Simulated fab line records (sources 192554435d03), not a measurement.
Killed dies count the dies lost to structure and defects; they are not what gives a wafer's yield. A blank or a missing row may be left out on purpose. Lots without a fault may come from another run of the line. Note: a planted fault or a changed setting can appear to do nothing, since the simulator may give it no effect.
Which tool did it? ; flow n5_finfet ; 72 wafers from 24 lots sampled at 2 of the route's 1938 steps

== WHAT EACH GAUGE READ, for each wafer ==
N5_BEOL_M6_CD_MEAS_28 targets a cd of 40 nm.
lot;measured;on;cd_nm (nm)
L074;day 8 03:22;cd_sem-01;40.06 40.00 39.78
L077;day 8 20:38;cd_sem-01;39.67 39.86 39.69
L075;day 9 10:47;cd_sem-03;39.93 39.95 39.99
L078;day 9 12:46;cd_sem-01;39.90 39.82 39.80
L076;day 9 18:31;cd_sem-01;39.84 39.95 39.95
L080;day 10 04:31;cd_sem-01;40.15 40.35 39.98
L079;day 10 07:28;cd_sem-01;39.94 40.34 39.90
L081;day 11 06:22;cd_sem-02;40.04 40.02 40.23
L083;day 11 09:30;cd_sem-01;39.86 39.89 39.86
L084;day 11 09:41;cd_sem-03;39.90 39.74 39.98
L082;day 11 11:38;cd_sem-01;40.54 40.00 40.38
L085;day 11 11:54;cd_sem-01;39.98 39.86 39.70
L086;day 11 23:58;cd_sem-01;39.83 39.96 40.30
L088;day 12 08:25;cd_sem-03;40.31 40.22 40.09
L087;day 12 08:35;cd_sem-02;40.20 39.96 39.77
L089;day 12 10:35;cd_sem-03;40.07 39.86 40.41
L090;day 12 20:40;cd_sem-03;40.05 39.99 39.64
L091;day 13 13:16;cd_sem-03;39.93 40.35 40.18
L092;day 13 13:19;cd_sem-02;40.38 40.37 40.13
L093;day 13 16:28;cd_sem-03;39.87 39.81 39.91
L094;day 13 16:34;cd_sem-01;39.96 40.05 39.97
L095;day 14 04:40;cd_sem-02;40.04 40.31 40.09
L096;day 14 06:11;cd_sem-02;40.08 40.09 40.35
L097;day 14 14:16;cd_sem-02;40.00 39.84 40.19

N5_BEOL_M6_INSPECT_30: inspects for defects (brightfield).
lot;measured;on;raw_defect_count
L074;day 8 03:28;defect_inspect-01;453 565 408
L077;day 8 20:44;defect_inspect-01;423 480 603
L075;day 9 10:52;defect_inspect-02;538 397 404
L078;day 9 12:52;defect_inspect-02;520 262 376
L076;day 9 18:36;defect_inspect-01;358 464 514
L080;day 10 04:37;defect_inspect-02;494 332 284
L079;day 10 07:33;defect_inspect-02;297 389 406
L081;day 11 06:28;defect_inspect-01;342 508 481
L083;day 11 09:35;defect_inspect-01;434 566 427
L084;day 11 09:46;defect_inspect-01;427 473 457
L082;day 11 11:44;defect_inspect-01;388 605 457
L085;day 11 11:59;defect_inspect-02;415 357 374
L086;day 12 00:04;defect_inspect-01;452 563 534
L088;day 12 08:30;defect_inspect-01;404 432 434
L087;day 12 08:40;defect_inspect-01;661 537 493
L089;day 12 10:40;defect_inspect-01;403 269 445
L090;day 12 20:45;defect_inspect-01;331 284 341
L091;day 13 13:22;defect_inspect-02;313 383 232
L092;day 13 13:24;defect_inspect-01;445 403 519
L093;day 13 16:33;defect_inspect-02;260 283 333
L094;day 13 16:38;defect_inspect-01;340 420 495
L095;day 14 04:46;defect_inspect-02;458 363 247
L096;day 14 06:17;defect_inspect-01;348 352 323
L097;day 14 14:21;defect_inspect-01;399 455 307

== WHICH TOOL RAN EACH LOT (tool, then ch and the chambers of the sampled wafers, then the start) ==
The record holds no process step before these readings.

== AS READ BY THE TOOLS THEMSELVES (means over the sampled wafers that have a number; for cases with no such wafer, the mark the record gives instead) ==
The record holds no such reading with a usual standard deviation.

== THE ANSWER, worked out from the rows above alone ==
Rule: what is usual is taken from the lots themselves. Put in order of their means at a reading, lots are off if they are a third of the lots or fewer, leave a main group of 4 or more, and stand apart from it by a gap of 3 or more times the standard deviation of the main group's means; of several such gaps the widest counts. The tables above print the reading to a certain number of digits; a main group whose means all agree to those digits is not used. A lot without any number at a reading at which 4 lots or more have one is off too. Any other lot the step has rows for is counted as sound. Order of review: gauges by route order, followed by the tools' own readings, for which a lot's mean as printed above is used. At the first step where some lot is off, the reading lying furthest off is the one used; lots without a number count as furthest.
No lot is off at any reading shown: from this, nothing can be told.

== WHAT HAD BEEN PUT IN BY THE SIMULATOR ==
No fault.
